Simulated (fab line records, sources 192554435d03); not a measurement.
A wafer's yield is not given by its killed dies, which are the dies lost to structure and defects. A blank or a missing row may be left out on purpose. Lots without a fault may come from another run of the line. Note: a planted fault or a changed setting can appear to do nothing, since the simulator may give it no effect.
3 desks, one fault :: flow n5-finfet :: only its own numbers are on each desk; what lay behind them is given at the end

== FOR THE TOOL OWNER'S DESK: rie-diel-01 ==
The tool's own readings at N5_BEOL_M6_VIA_ETCH_34 (etches SiCOH lowk in C4F6/O2, target depth 126.3 nm, time 50.9 s): means of the sampled wafers that have a number, for each lot that ran on this tool. Any lot whose mean is over 4 standard deviations away from the usual mean is out of limits and marked OUT; that distance is given in the brackets.
Columns: A = O2_flow_sccm at N5_BEOL_M6_VIA_ETCH_34, usual 10.00 sccm; B = drypump-motor-current-A at N5_BEOL_M6_VIA_ETCH_34, usual 5.8 A; C = oes-product-au at N5_BEOL_M6_VIA_ETCH_34, usual 0.78 a.u.; D = rf-vpp-V at N5_BEOL_M6_VIA_ETCH_34, usual 666 V; E = showerhead-plenum-p-Torr at N5_BEOL_M6_VIA_ETCH_34, usual 2.83 Torr; F = throttle-valve-pct at N5_BEOL_M6_VIA_ETCH_34, usual 20.88 %
lot: L136
first seen here: day 11 14:20
A: 9.98
B: 6.0
C: 0.74
D: 666
E: 2.76
F: 20.83

lot: L137
first seen here: day 12 08:29
A: 10.01
B: 5.9
C: 0.71
D: 664
E: 2.73
F: 20.80

lot: L138
first seen here: day 12 13:27
A: 9.99
B: 6.0
C: 0.80
D: 668
E: 2.76
F: 20.51

lot: L142
first seen here: day 12 22:03
A: 10.02
B: 5.9
C: 0.65
D: 664
E: 2.72
F: 20.79
Finding of this desk: none of the 4 lots has anything out of limits.

== THE DEFECT DESK ==
For each lot, the counts of the inspections along the route, averaged over the sampled wafers that have a number. Any lot whose mean is over 4 standard deviations away from the usual mean is out of limits and marked OUT; that distance is given in the brackets.
Columns: A = raw-defect-count at N5_BEOL_M6_INSPECT_30, usual 406
lot: L133
first seen here: day 10 14:10
A: 446

lot: L136
first seen here: day 11 12:40
A: 325

lot: L137
first seen here: day 12 08:16
A: 330

lot: L138
first seen here: day 12 13:14
A: 494

lot: L142
first seen here: day 12 21:50
A: 362

lot: L145
first seen here: day 13 17:55
A: 482

lot: L146
first seen here: day 14 18:49
A: 322
Finding of this desk: none of the 7 lots has anything out of limits.

== THE METROLOGY DESK ==
What the gauges read for every lot (on any tool): the sampled wafers with a number, averaged. Any lot whose mean is over 4 standard deviations away from the usual mean is out of limits and marked OUT; that distance is given in the brackets.
Columns: A = cd-nm at N5_BEOL_M6_CD_MEAS_28, usual 39.98 nm; B = V5_OVL at N5_BEOL_M6_OVL_MEAS_29, usual 0.0 nm
lot: L133
first seen here: day 10 14:04
A: 40.08
B: -0.8

lot: L136
first seen here: day 11 12:34
A: 39.78
B: 0.0

lot: L137
first seen here: day 12 08:11
A: 40.28
B: -0.3

lot: L138
first seen here: day 12 13:09
A: 39.95
B: 0.6

lot: L142
first seen here: day 12 21:45
A: 40.36
B: -0.4

lot: L145
first seen here: day 13 17:50
A: 39.71
B: 0.9

lot: L146
first seen here: day 14 18:44
A: 39.94
B: 0.5
Finding of this desk: none of the 7 lots has anything out of limits.

== PUT TOGETHER ==
Nothing out of limits was seen by the tool owner's desk.
Nothing out of limits was seen by the defect desk.
The metrology desk saw nothing out of limits.

== WHAT THE SIMULATOR HAD INSERTED ==
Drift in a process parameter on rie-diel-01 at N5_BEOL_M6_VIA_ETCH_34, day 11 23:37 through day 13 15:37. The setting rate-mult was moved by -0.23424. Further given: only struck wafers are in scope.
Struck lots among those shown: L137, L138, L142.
